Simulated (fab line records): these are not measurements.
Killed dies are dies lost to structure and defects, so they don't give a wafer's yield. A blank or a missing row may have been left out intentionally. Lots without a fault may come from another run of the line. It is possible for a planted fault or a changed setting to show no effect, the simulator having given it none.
Matching of chambers -- flow n5_finfet -- N5_HKMG_FIN_ETCH_67 on rie_diel-03 has 4 sister chambers
The step etches SOC in N2/H2, stops on TiN, target depth 388.9 nm. 14 wafers are shown with their chamber, then 7 later ones without.

## WAFERS, EACH WITH ITS CHAMBER
wafer,chamber,drypump_motor_current_A (A),throttle_valve_pct (%),oes_product_au (a.u.)
L075.1,2,5.5,17.78,0.69
L075.3,3,5.9,17.62,0.74
L075.5,1,6.4,17.65,0.80
L076.2,2,5.4,17.77,0.68
L076.3,0,6.3,17.89,0.69
L076.5,2,5.4,17.78,0.69
L084.1,2,5.5,17.80,0.68
L084.2,3,5.9,17.66,0.72
L084.4,1,6.4,17.70,0.77
L087.1,3,5.9,17.65,0.72
L087.4,2,5.5,17.81,0.67
L087.5,3,5.9,17.66,0.72
L089.4,1,6.3,17.70,0.77
L089.5,2,5.5,17.82,0.67

SIGNATURES (averages over the wafers above)
reading,chamber 0,chamber 1,chamber 2,chamber 3,scatter within a chamber
drypump_motor_current_A,6.300,6.367,5.467,5.900,0.0447
throttle_valve_pct,17.8900,17.6833,17.7933,17.6475,0.0216
oes_product_au,0.6900,0.7800,0.6800,0.7250,0.0114
Rule: a wafer lies at a distance from a chamber equal to the root of the sum of squares, over the readings, of (its reading less the chamber's mean, divided by the reading's scatter). The wafer belongs to the nearest chamber; if the next one is less than 2 further off, it can't be placed. How the scatter is found: for the shown wafers, subtract from each reading the mean of its chamber, square and add these, divide the total by (wafers less chambers), then take the root.

## WAFERS WITH NO CHAMBER GIVEN
wafer,drypump_motor_current_A (A),throttle_valve_pct (%),oes_product_au (a.u.)
L089.6,6.4,17.70,0.76
L091.1,6.3,17.71,0.76
L091.3,6.3,17.95,0.67
L091.5,6.3,17.94,0.67
L093.1,6.0,17.67,0.71
L093.4,6.3,17.97,0.66
L093.5,6.3,17.97,0.67

## WHICH CHAMBER EACH WENT THROUGH
wafer,from the rows above,in truth
L089.6,1,1
L091.1,1,1
L091.3,0,0
L091.5,0,0
L093.1,3,3
L093.4,0,0
L093.5,0,0
Placed correctly: 7 of 7. From these rows, 0 cannot be placed. Number placed wrongly: 0.
